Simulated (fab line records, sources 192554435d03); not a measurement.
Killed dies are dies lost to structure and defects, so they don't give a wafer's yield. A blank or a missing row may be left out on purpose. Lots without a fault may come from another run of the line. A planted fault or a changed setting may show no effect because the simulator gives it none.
Which tool did it? | flow n5_finfet | 14 lots, 39 wafers sampled, at 4 steps of a route of 1938

WHAT THE GAUGES READ, wafer by wafer
N5_MOL_CONTACT_COAG_CD_MEAS_84: target cd 25.1 nm.
lot  | measured     | on        | cd_nm (nm)
L594 | day 5 06:49  | cd_sem-02 | 24.79 24.72
L595 | day 5 17:25  | cd_sem-01 | 25.11 24.80 25.28
L596 | day 5 21:38  | cd_sem-01 | 25.20 25.17 24.96
L597 | day 6 04:34  | cd_sem-01 | 25.30 25.34 25.01
L598 | day 6 19:17  | cd_sem-02 | 25.28 25.29 25.17
L600 | day 6 22:21  | cd_sem-02 | 25.11 25.35 25.37
L602 | day 7 07:59  | cd_sem-01 | 25.01 25.32 25.08
L603 | day 7 17:58  | cd_sem-03 | 25.27 25.46
L604 | day 7 20:44  | cd_sem-03 | 25.49 25.12 25.65
L606 | day 8 07:25  | cd_sem-01 | 24.60 25.10
L607 | day 8 15:03  | cd_sem-01 | 25.19 24.80 24.99
L612 | day 9 22:02  | cd_sem-03 | 25.28 24.94 25.30
L614 | day 10 06:57 | cd_sem-02 | 25.18 25.38 25.01
L615 | day 10 16:04 | cd_sem-01 | 24.79 24.75 24.90

WHICH TOOL RAN EACH LOT (tool, then ch and the chambers of the sampled wafers, then the start)
lot  | N5_MOL_CONTACT_COAG_TI_SIL_19 | N5_MOL_CONTACT_COAG_CMP_28    | N5_MOL_CONTACT_COAG_ALD_123
L594 | pvd_sputter-03, day 4 22:42   | cmp-03 ch 1,3, day 5 04:56    | ald_sin-02 ch 0,3, day 5 05:52
L595 | pvd_sputter-01, day 5 08:59   | cmp-03 ch 1,3, day 5 16:15    | ald_sin-03 ch 0,1,3, day 5 16:35
L596 | pvd_sputter-03, day 5 13:02   | cmp-02 ch 0,1,2, day 5 19:39  | ald_sin-02 ch 1,2,3, day 5 20:41
L597 | pvd_sputter-03, day 5 20:29   | cmp-01 ch 0,1,2, day 6 03:28  | ald_sin-01 ch 0,1,3, day 6 03:43
L598 | pvd_sputter-02, day 6 06:46   | cmp-01 ch 0,2, day 6 18:07    | ald_sin-02 ch 1,2,3, day 6 18:27
L600 | pvd_sputter-03, day 6 15:22   | cmp-02 ch 0,2,3, day 6 21:05  | ald_sin-01 ch 0,1,2, day 6 21:23
L602 | pvd_sputter-01, day 6 23:49   | cmp-01 ch 0,2,3, day 7 06:53  | ald_sin-01 ch 1,2,3, day 7 07:08
L603 | pvd_sputter-03, day 7 07:46   | cmp-01 ch 3, day 7 16:43      | ald_sin-02 ch 3, day 7 17:00
L604 | pvd_sputter-01, day 7 13:05   | cmp-01 ch 0,1,2, day 7 19:38  | ald_sin-03 ch 1,3, day 7 19:53
L606 | pvd_sputter-01, day 8 00:50   | cmp-02 ch 0,2, day 8 06:14    | ald_sin-03 ch 2,3, day 8 06:34
L607 | pvd_sputter-01, day 8 06:39   | cmp-03 ch 0,2,3, day 8 13:52  | ald_sin-02 ch 1,2, day 8 14:05
L612 | pvd_sputter-03, day 9 14:13   | cmp-02 ch 1,2,3, day 9 20:53  | ald_sin-03 ch 0,3, day 9 21:10
L614 | pvd_sputter-03, day 9 23:43   | cmp-01 ch 0,2,3, day 10 05:49 | ald_sin-03 ch 2,3, day 10 06:07
L615 | pvd_sputter-02, day 10 06:26  | cmp-01 ch 0,1,3, day 10 14:46 | ald_sin-01 ch 2,3, day 10 15:05
- N5_MOL_CONTACT_COAG_TI_SIL_19: material Ti, target thk 4.2 nm, time 15 s.
- N5_MOL_CONTACT_COAG_CMP_28: polishes, stops on SiNx, t overpolish 0.85 s, target thk 14.522 nm.
- N5_MOL_CONTACT_COAG_ALD_123: deposits SiNx, target thk 5 nm, pulse time 1 s, purge time 2 s.

WHAT THE TOOLS THEMSELVES READ (means of the sampled wafers that have a number; where no wafer has one, the mark that the record gives instead)
N5_MOL_CONTACT_COAG_TI_SIL_19.
lot  | tool           | throttle_valve_pct (%)
L594 | pvd_sputter-03 | 29.7
L595 | pvd_sputter-01 | 30.3
L596 | pvd_sputter-03 | 30.3
L597 | pvd_sputter-03 | 30.8
L598 | pvd_sputter-02 | 30.5
L600 | pvd_sputter-03 | 29.7
L602 | pvd_sputter-01 | 30.0
L603 | pvd_sputter-03 | 29.5
L604 | pvd_sputter-01 | 29.8
L606 | pvd_sputter-01 | 29.9
L607 | pvd_sputter-01 | 30.2
L612 | pvd_sputter-03 | 29.4
L614 | pvd_sputter-03 | 30.2
L615 | pvd_sputter-02 | 31.1

N5_MOL_CONTACT_COAG_CMP_28.
lot  | tool   | motor_current_A (A) | slurry_filter_dp_kPa (kPa) | slurry_flow_ml_min | time_to_endpoint_s (s)
L594 | cmp-03 | 13.0                | 13.65                      | 149.3              | 5.1
L595 | cmp-03 | 13.0                | 13.38                      | 149.7              | 4.2
L596 | cmp-02 | 12.2                | 13.64                      | 150.1              | 4.5
L597 | cmp-01 | 11.9                | 13.50                      | 149.5              | 6.0
L598 | cmp-01 | 10.9                | 13.59                      | 149.7              | 8.0
L600 | cmp-02 | 11.8                | 13.52                      | 149.8              | 1.9
L602 | cmp-01 | 11.8                | 13.37                      | 150.4              | 5.5
L603 | cmp-01 | 13.5                | 13.66                      | 150.2              | 5.2
L604 | cmp-01 | 11.9                | 13.39                      | 150.0              | 5.7
L606 | cmp-02 | 11.8                | 13.45                      | 150.4              | 3.5
L607 | cmp-03 | 13.7                | 13.40                      | 150.6              | 4.0
L612 | cmp-02 | 12.7                | 13.33                      | 149.4              | 1.7
L614 | cmp-01 | 11.9                | 13.55                      | 150.5              | 5.4
L615 | cmp-01 | 12.5                | 13.53                      | 149.9              | 3.4

N5_MOL_CONTACT_COAG_ALD_123.
lot  | tool       | heater_power_w (W) | precursor_pulse_height_rel
L594 | ald_sin-02 | 751                | 1.010
L595 | ald_sin-03 | 805                | 1.013
L596 | ald_sin-02 | 821                | 1.012
L597 | ald_sin-01 | 860                | 1.015
L598 | ald_sin-02 | 808                | 1.015
L600 | ald_sin-01 | 826                | 0.982
L602 | ald_sin-01 | 849                | 0.998
L603 | ald_sin-02 | 818                | 1.001
L604 | ald_sin-03 | 817                | 1.017
L606 | ald_sin-03 | 858                | 1.008
L607 | ald_sin-02 | 845                | 1.001
L612 | ald_sin-03 | 774                | 0.996
L614 | ald_sin-03 | 866                | 0.997
L615 | ald_sin-01 | 898                | 1.003

THE ANSWER, worked out from the rows above alone
Rule: what is usual is taken from the lots themselves. Put in order of their means at a reading, lots are off if they are a third of the lots or fewer, leave a main group of 4 or more, and stand apart from it by a gap of 3 or more times the standard deviation of the main group's means; of several such gaps the widest counts. A main group whose means are all the same, to the digits that the tables above print for the reading, isn't used. A lot without any number at a reading at which 4 lots or more have one is off too. The other lots that the step has rows for count as sound. The gauges are gone through in route order, then the tools' own readings, and for those a lot's mean is taken as printed above. The first step at which some lot is off is used, and at that step the reading that is off furthest; a lot without a number counts as furthest.
No lot is off at any reading shown: from this, nothing can be told.

WHAT THE SIMULATOR HAD PUT IN
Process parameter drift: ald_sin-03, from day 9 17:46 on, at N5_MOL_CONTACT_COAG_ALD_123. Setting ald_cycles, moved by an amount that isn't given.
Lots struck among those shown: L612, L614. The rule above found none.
